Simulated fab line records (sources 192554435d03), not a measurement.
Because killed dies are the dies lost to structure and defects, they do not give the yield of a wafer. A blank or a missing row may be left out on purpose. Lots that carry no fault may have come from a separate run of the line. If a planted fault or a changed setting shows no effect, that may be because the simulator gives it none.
Matching of chambers :: flow n5Finfet :: 4 sister chambers for N5_BEOL_M6_ETCH_72 on rieDiel-02
The step etches underlayer in N2/H2, target depth 6.5 nm, time 5.2 s. 4 wafers are shown with their chamber, then 7 later ones without.

EACH WAFER AND ITS CHAMBER
wafer: L086.4
chamber: 3
drypumpMotorCurrentA (A): 4.9

wafer: L086.6
chamber: 1
drypumpMotorCurrentA (A): 5.7

wafer: L090.2
chamber: 0
drypumpMotorCurrentA (A): 6.4

wafer: L090.5
chamber: 2
drypumpMotorCurrentA (A): 5.6

WAFERS MISSING THEIR CHAMBER
wafer: L090.6
drypumpMotorCurrentA (A): 5.7

wafer: L094.2
drypumpMotorCurrentA (A): 4.9

wafer: L094.3
drypumpMotorCurrentA (A): 5.6

wafer: L094.5
drypumpMotorCurrentA (A): 6.5

wafer: L095.4
drypumpMotorCurrentA (A): 5.7

wafer: L095.5
drypumpMotorCurrentA (A): 6.5

wafer: L095.6
drypumpMotorCurrentA (A): 4.9

EACH ONE'S CHAMBER
wafer: L090.6
from the rows above: can't be placed: 1 or 2
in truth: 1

wafer: L094.2
from the rows above: 3
in truth: 3

wafer: L094.3
from the rows above: can't be placed: 2 or 1
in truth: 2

wafer: L094.5
from the rows above: 0
in truth: 0

wafer: L095.4
from the rows above: can't be placed: 1 or 2
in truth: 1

wafer: L095.5
from the rows above: 0
in truth: 0

wafer: L095.6
from the rows above: 3
in truth: 3
Correctly placed: 4 of 7. Unplaceable from these rows: 3, with the true chamber sitting among the candidates in 3. Placed wrongly: 0.
How it was worked out, from the rows above alone: a wafer's distance from a chamber is the root of the sum, over the readings, of the square of ((its reading less the chamber's mean) divided by the reading's scatter). The wafer belongs to the nearest chamber; if the next one is less than 2 further off, it can't be placed. A chamber's mean is the mean of its shown wafers. The scatter (one wafer shown for each chamber): square how far every hidden wafer sits from the nearest shown wafer, average those squares and take the square root.
